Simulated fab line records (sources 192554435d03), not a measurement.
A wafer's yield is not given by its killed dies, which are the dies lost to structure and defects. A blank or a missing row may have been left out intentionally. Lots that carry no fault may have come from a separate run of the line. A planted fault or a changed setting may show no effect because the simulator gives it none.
fab line records	flow n5-finfet
[record] lots = 6	wafers = 16	last-day = 19
route steps=1938 shown BEOL_M5@1172
lots with no fault: from the same line, run without faults
start-h: start of the lot's first displayed wafer, in hours after the record's first day	wait-h: how many hours have passed since the lot's step before this one	" repeats the value in the row above	L1.1+2: a single row standing in for several wafers	- no value present, or no start provided	* or withheld: withheld	< > ~ a bound
route shown NAME@n: names a module that has steps shown in the file, with the first one's number in the route	usual: the fault-free wafers' mean and standard deviation	same: alike in all rows	chamber/n: place in a boat	sites: per-site readings	_std_site: standard deviation of those values	_edge_site: the outer-site mean with the inner-site mean subtracted	radius-mm: how far each site lies from the wafer's centre	mask NAME#n: copy n	behind: tool/chamber where the wafer was last shaped	hold: why the lot went on hold/how many hours it stayed there/how the hold came to an end	device: whichever transistor did not switch (one of n, p or np)	end of line: the same wafers' tests at the end of the route	for a step that has no rows: nothing shown but its recipe	killed: at the first sort, the dies lost to defects and structure; wafer yield is something else	map: a wafer's dies, marking killed ones x, the rest . and places with no die _
set.NAME: the setting as run; set.NAME@STEP: as run at that earlier step	model.NAME: the simulator's own value behind a step, which no gauge read
lots at some steps of the route; a table a step, a row a wafer
services: a tool's chamber out of use, with start hour (start-h, from the record's first day; less than 0 if before it), hours out, and reason
[[steps]]
[step N5_BEOL_M5_ALD_86]
[recipe] material = TaN	target-thk-a = *	temp-c = 275	ald-precursor-family = PDMAT	ald-co-reactant = NH3	pressure-torr = 3	carrier-flow-sccm = 1500	pulse-time-s = 2	purge-time-s = 3	co-reactant-purge-time-s = 2	co-reactant-pulse-time-s = 3	ald-cycles = 30	precursor-vessel-temp-c = 75	precursor-vessel-pressure-torr = 26.25	precursor-vessel-carrier-sccm = 1000
[usual] heater-power-w = 424/47
lot.wafer	tool	chamber	start-h	wait-h	heater-power-w
L983.2	ald-metal-04	2	196.92	0.0	431
L983.3	"	0	"	"	464
L983.4	"	3	"	"	435
L986.1	ald-metal-01	3	215.47	0.0	336
L986.2	"	0	"	"	342
L986.5	"	3	"	"	332
L992.3	ald-metal-04	3	276.00	0.0	435
L992.5	"	3	"	"	427
L995.3	ald-metal-04	2	280.66	0.1	441
L995.4	"	3	"	"	428
L103.4	ald-metal-01	2	340.13	0.1	471
L103.5	"	3	"	"	337
L103.6	"	0	"	"	342
L104.1	ald-metal-02	0	344.95	0.0	501
L104.3	"	2	"	"	439
L104.5	"	1	"	"	415
[step N5_BEOL_M5_SURFACE_TREAT_87]
[recipe] gas = Ar	time-s = *	ion-energy-ev = *	ion-current-ma-cm2 = 0.5	pressure-mtorr = *	ar-flow-sccm = 30
[usual] throttle-valve-pct = *
[same] time-s = *
lot.wafer	tool	chamber	start-h	wait-h	throttle-valve-pct
L983.2	pvd-sputter-03	-	197.24	0.2	*
L983.3	"	-	"	"	*
L983.4	"	-	"	"	*
L986.1	pvd-sputter-02	-	215.71	0.1	*
L986.2	"	-	"	"	*
L986.5	"	-	"	"	*
L992.3	pvd-sputter-01	-	276.52	0.4	*
L992.5	"	-	"	"	*
L995.3	pvd-sputter-02	-	280.91	0.2	*
L995.4	"	-	"	"	*
L103.4	pvd-sputter-01	-	340.37	0.1	*
L103.5	"	-	"	"	*
L103.6	"	-	"	"	*
L104.1	pvd-sputter-01	-	345.20	0.1	*
L104.3	"	-	"	"	*
L104.5	"	-	"	"	*
[step N5_BEOL_M5_CVD_47]
[recipe] material = Co	target-thk-a = 30	temp-c = withheld	precursor = CCTBA/H2	pressure-torr = 30	time-s = 216
[step N5_BEOL_M5_SPUTTER_48]
[recipe] material = Cu	target-thk-a = 150	temp-c = -20	chamber-pressure-pa = 0.07	power-w = withheld	time-s = 27.62
[step N5_BEOL_M5_ANNEAL_49]
[recipe] temp-c = 400	time-s = 1800	ambient = vacuum
[usual] heater-power-w = 814/74
[same] time-s = 1800
lot.wafer	tool	chamber	start-h	wait-h	heater-power-w
L983.2	pvd-sputter-01	-	198.76	0.0	901
L983.3	"	-	"	"	723
L983.4	"	-	"	"	796
L986.1	pvd-sputter-01	-	216.04	0.0	810
L986.2	"	-	"	"	713
L986.5	"	-	"	"	713
L992.3	pvd-sputter-01	-	276.84	0.0	798
L992.5	"	-	"	"	718
L995.3	pvd-sputter-02	-	281.31	0.0	877
L995.4	"	-	"	"	787
L103.4	pvd-sputter-01	-	340.69	0.0	727
L103.5	"	-	"	"	912
L103.6	"	-	"	"	805
L104.1	pvd-sputter-01	-	345.64	0.0	893
L104.3	"	-	"	"	797
L104.5	"	-	"	"	768
[step N5_BEOL_M5_SPUTTER_81]
[recipe] material = Cu	target-thk-a = 150	temp-c = -20	chamber-pressure-pa = 0.07	power-w = withheld	time-s = 27.62
[step N5_BEOL_M5_ANNEAL_82]
[recipe] temp-c = 400	time-s = 1800	ambient = vacuum
[step N5_BEOL_M5_SPUTTER_83]
[recipe] material = Cu	target-thk-a = 150	temp-c = -20	chamber-pressure-pa = 0.07	power-w = withheld	time-s = 27.62
[step N5_BEOL_M5_ANNEAL_84]
[recipe] temp-c = 400	time-s = 1800	ambient = vacuum
[step N5_BEOL_M5_SPUTTER_88]
[recipe] material = Cu	target-thk-a = 150	temp-c = -20	chamber-pressure-pa = 0.07	power-w = withheld	time-s = 27.62
[usual] throttle-valve-pct = 30.0/1.1
[same] time-s = 27.62
lot.wafer	tool	chamber	start-h	wait-h	throttle-valve-pct
L983.2	pvd-sputter-01	-	201.94	0.5	29.1
L983.3	"	-	"	"	30.5
L983.4	"	-	"	"	27.8
L986.1	pvd-sputter-01	-	219.22	0.5	27.3
L986.2	"	-	"	"	30.4
L986.5	"	-	"	"	30.3
L992.3	pvd-sputter-01	-	280.02	0.5	27.5
L992.5	"	-	"	"	30.1
L995.3	pvd-sputter-02	-	284.49	0.5	28.9
L995.4	"	-	"	"	31.8
L103.4	pvd-sputter-01	-	343.87	0.5	30.0
L103.5	"	-	"	"	29.0
L103.6	"	-	"	"	27.9
L104.1	pvd-sputter-01	-	348.82	0.5	29.4
L104.3	"	-	"	"	30.7
L104.5	"	-	"	"	30.6
[step N5_BEOL_M5_ANNEAL_89]
[recipe] temp-c = 400	time-s = 1800	ambient = vacuum
[step N5_BEOL_M5_SPUTTER_90]
[recipe] material = Cu	target-thk-a = 45	temp-c = -20	chamber-pressure-pa = 0.07	power-w = withheld	time-s = 8.29
[step N5_BEOL_M5_ECD_50]
[recipe] material = Cu	target-thk-a = 3000
lot.wafer	tool	chamber	start-h	wait-h	model.Cu_of_BEOL_M5_ECD_50.thk-nm
L983.2	ecd-cu-02	1	203.15	0.1	305.2
L983.3	"	1	"	"	302.4
L983.4	"	0	"	"	301
L986.1	ecd-cu-02	1	220.42	0.1	300.2
L986.2	"	0	"	"	306.4
L986.5	"	1	"	"	303.8
L992.3	ecd-cu-02	1	281.25	0.1	398.4
L992.5	"	1	"	"	407
L995.3	ecd-cu-02	1	285.72	0.1	405.4
L995.4	"	0	"	"	300.2
L103.4	ecd-cu-01	0	345.10	0.1	300.6
L103.5	"	1	"	"	304.8
L103.6	"	0	"	"	306.8
L104.1	ecd-cu-01	0	350.02	0.1	299.8
L104.3	"	1	"	"	299.2
L104.5	"	0	"	"	297.8
[step N5_BEOL_M5_ANNEAL_51]
[recipe] temp-c = 225	time-s = 90	ambient = N2
[usual] anneal-temp-c-max = 226.34/0.27	wafer_temp_C_max = 226.3/0.37
[same] time-s = 90
lot.wafer	tool	chamber	start-h	wait-h	anneal-temp-c-max	wafer_temp_C_max
L983.2	rtp-anneal-02	0	203.37	0.2	226.65	226.8
L983.3	"	0	"	"	226.74	226.2
L983.4	"	0	"	"	226.37	226.4
L986.1	rtp-anneal-02	0	220.51	0.1	225.95	226.6
L986.2	"	0	"	"	226.76	226.4
L986.5	"	0	"	"	226.09	226.4
L992.3	rtp-anneal-02	0	281.41	0.1	226.22	227.0
L992.5	"	0	"	"	226.54	226.5
L995.3	rtp-anneal-01	0	285.87	0.1	226.30	226.2
L995.4	"	0	"	"	225.87	225.8
L103.4	rtp-anneal-02	0	345.56	0.4	226.57	226.4
L103.5	"	0	"	"	226.64	226.7
L103.6	"	0	"	"	227.18	226.8
L104.1	rtp-anneal-02	0	350.11	0.1	226.05	226.4
L104.3	"	0	"	"	226.36	227.0
L104.5	"	0	"	"	226.82	226.3
[step N5_BEOL_M5_CMP_52]
[recipe] stop-on = SiCOH_lowk	t-overpolish-s = 6.9	down-force-psi = 1	platen-rpm = 50	clearing-platen-down-force-psi = 1.5	clearing-platen-rpm = 50	post-cmp-clean = cu-alkaline	target-thk-nm = 62	clearing-platen-pad-velocity-m-s = 0.99484	pad-velocity-m-s = 0.99484
[usual] motor-current-A = 6.1/0.41	platen-rpm = 50.00/0.036	slurry-flow-ml-min = 150.0/0.5	time-to-endpoint-s = 62.3/2.3
lot.wafer	tool	chamber	start-h	wait-h	motor-current-A	platen-rpm	slurry-flow-ml-min	time-to-endpoint-s
L983.2	cmp-03	0	203.66	0.2	6.5	50.00	150.4	64.7
L983.3	"	1	"	"	6.1	49.98	150.5	64.3
L983.4	"	2	"	"	6.4	49.98	149.9	64.0
L986.2	cmp-02	3	220.81	0.2	6.1	50.03	150.2	64.8
L986.1	"	1	"	"	5.7	50.00	149.9	62.5
L986.5	"	3	"	"	6.0	49.97	149.8	63.4
L992.3	cmp-02	0	281.69	0.2	5.4	50.03	150.7	82.7
L992.5	"	2	"	"	6.3	49.99	150.0	87.8
L995.4	cmp-02	3	286.12	0.2	6.1	49.98	150.2	64.1
L995.3	"	1	"	"	5.3	50.06	149.7	82.2
L103.4	cmp-03	0	345.86	0.2	6.6	50.01	150.6	62.4
L103.6	"	0	"	"	6.4	49.97	150.9	61.8
L103.5	"	1	"	"	6.5	50.01	150.6	63.4
L104.3	cmp-02	3	350.68	0.3	6.5	50.00	149.2	66.1
L104.1	"	2	"	"	6.3	50.00	150.8	62.7
L104.5	"	3	"	"	5.9	50.00	149.5	63.3
[step N5_BEOL_M5_THK_MEAS_53]
[recipe] thk-meas-gauge = xrf	reads = Cu_of_BEOL_M5_ECD_50
[usual] M5_THK = 61.3/1.5
lot.wafer	tool	chamber	start-h	wait-h	M5_THK[nm]
L983.2	film-metro-02	-	203.91	-	61.7
L983.3	"	-	"	"	59.1
L983.4	"	-	"	"	61.2
L986.1	film-metro-02	-	221.10	-	59.9
L986.2	"	-	"	"	61.2
L986.5	"	-	"	"	60.8
L992.3	film-metro-02	-	281.91	-	62.4
L992.5	"	-	"	"	62.8
L995.3	film-metro-01	-	286.37	-	59.9
L995.4	"	-	"	"	59.8
L103.4	film-metro-01	-	346.15	-	59.5
L103.5	"	-	"	"	61.4
L103.6	"	-	"	"	64.2
L104.1	film-metro-02	-	350.97	-	60.2
L104.3	"	-	"	"	60.0
L104.5	"	-	"	"	61.1
[[services]]
tool	chamber	start-h	hours	kind
cmp-02	-	182.65	1.8	repair
ald-metal-04	-	182.90	2.8	pm
pvd-sputter-03	-	186.76	4.3	repair
cmp-02	-	197.24	7.9	pm
cmp-03	-	209.79	0.4	repair
ald-metal-01	-	221.14	25.1	repair
cmp-02	-	227.28	4.0	pm
cmp-02	-	231.28	-	consumable-replace:conditioner
cmp-02	-	231.28	-	consumable-replace:pad
cmp-02	-	248.20	7.1	repair
ecd-cu-01	-	255.77	4.6	repair
ald-metal-04	-	258.43	1.5	repair
ald-metal-04	1	275.78	8.1	repair
cmp-02	-	278.99	1.1	repair
cmp-02	-	289.69	5.1	repair
cmp-03	-	297.74	5.6	repair
ald-metal-04	-	321.29	1.6	repair
ald-metal-02	2	325.38	14.6	repair
rtp-anneal-01	-	326.99	4.0	pm
ald-metal-01	1	334.64	3.9	repair
cmp-02	-	336.76	0.9	repair
ald-metal-04	-	337.25	14.0	pm
ald-metal-04	0	337.25	14.0	vent-cycle
ald-metal-02	2	345.97	24.5	repair
[[key]]
[first-sign] step = N5_BEOL_M5_CMP_52	reading = time-to-endpoint-s	direction = up	sigmas = 9.5	usual = *	struck = *
effect none on later readings
[model-effect] step = N5_BEOL_M5_ECD_50	value = Cu_of_BEOL_M5_ECD_50.thk-nm	without = 301.3	struck = 403.6
met-at N5_BEOL_M5_ECD_50
struck-wafers L992.3,L992.5,L995.3
onset-between 220.42 281.25
[fault] kind = process-parameter-drift	tool = ecd-cu-02	chamber = -	onset-h = 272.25	steps = N5_BEOL_M5_ECD_50	channel = target-thk-a	offset = *	shape = step	end-h = 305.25	scope = struck-wafers-only	acts-in = *	stated = *
